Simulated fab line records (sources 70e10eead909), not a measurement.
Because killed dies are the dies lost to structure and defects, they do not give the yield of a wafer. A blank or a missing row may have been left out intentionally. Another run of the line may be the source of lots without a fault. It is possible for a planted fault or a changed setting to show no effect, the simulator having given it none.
Chamber matching | flow nand harc | ald metal-01 running NHARC_P_CONTACT_ALD_22: 4 sister chambers
The step deposits TiN, target thk 3 nm, pulse time 1 s, ald cycles 150. 24 wafers are shown with their chamber, then 12 later ones without.

## WAFERS WITH THEIR CHAMBER
wafer  | chamber | heater power w (W) | precursor pulse height rel
L074.1 | 1       | 1085               | 1.016
L074.2 | 2       | 1106               | 0.998
L074.6 | 0       | 1153               | 0.989
L075.1 | 3       | 1020               | 1.024
L075.3 | 1       | 1055               | 1.005
L075.5 | 1       | 1032               | 1.027
L077.1 | 2       | 1099               | 0.980
L077.2 | 3       | 1022               | 1.007
L077.3 | 1       | 1060               | 0.965
L077.4 | 0       | 1187               | 0.986
L077.5 | 0       | 1196               | 0.976
L077.6 | 1       | 1066               | 0.990
L079.3 | 2       | 1113               | 0.984
L079.4 | 1       | 1063               | 1.009
L079.5 | 0       | 1151               | 1.013
L080.1 | 1       | 1034               | 0.983
L080.4 | 3       | 1008               | 0.986
L080.5 | 0       | 1179               | 1.005
L085.3 | 0       | 1167               | 1.019
L085.4 | 1       | 1054               | 1.014
L085.6 | 0       | 1203               | 1.002
L086.2 | 2       | 1100               | 1.011
L086.4 | 3       | 1042               | 1.016
L086.5 | 3       | 1011               | 0.962

SIGNATURES, as means of the wafers listed above
reading                    | chamber 0 | chamber 1 | chamber 2 | chamber 3 | scatter within a chamber
heater power w             | 1176.57   | 1056.12   | 1104.50   | 1020.60   | 16.4
precursor pulse height rel | 0.99857   | 1.00113   | 0.99325   | 0.99900   | 0.0193
Rule: a wafer lies at a distance from a chamber equal to the root of the sum of squares, over the readings, of (its reading less the chamber's mean, divided by the reading's scatter). The wafer belongs to the nearest chamber; if the next one is less than 2 further off, it can't be placed. The scatter is the square root of a quotient: the sum, over the shown wafers, of each reading's squared deviation from its chamber's mean, divided by wafers minus chambers.

## WAFERS WHOSE CHAMBER IS MISSING
wafer  | heater power w (W) | precursor pulse height rel
L088.2 | 1148               | 0.995
L088.4 | 1038               | 0.990
L088.5 | 1175               | 0.987
L091.1 | 1175               | 0.989
L091.2 | 1059               | 0.996
L091.5 | 1025               | 1.028
L095.2 | 1045               | 1.000
L095.5 | 1111               | 1.002
L095.6 | 1069               | 1.012
L097.1 | 1014               | 1.004
L097.2 | 1190               | 0.997
L097.5 | 1176               | 0.991

## THE CHAMBER EACH PASSED THROUGH
wafer  | from the rows above     | in truth
L088.2 | can't be placed: 0 or 2 | 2
L088.4 | can't be placed: 3 or 1 | 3
L088.5 | 0                       | 0
L091.1 | 0                       | 0
L091.2 | 1                       | 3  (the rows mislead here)
L091.5 | can't be placed: 3 or 1 | 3
L095.2 | can't be placed: 1 or 3 | 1
L095.5 | 2                       | 2
L095.6 | can't be placed: 1 or 2 | 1
L097.1 | 3                       | 3
L097.2 | 0                       | 0
L097.5 | 0                       | 0
6 of 12 placed correctly. From these rows, 5 cannot be placed; in 5 the true chamber is one of the candidates. 1 placed wrongly.
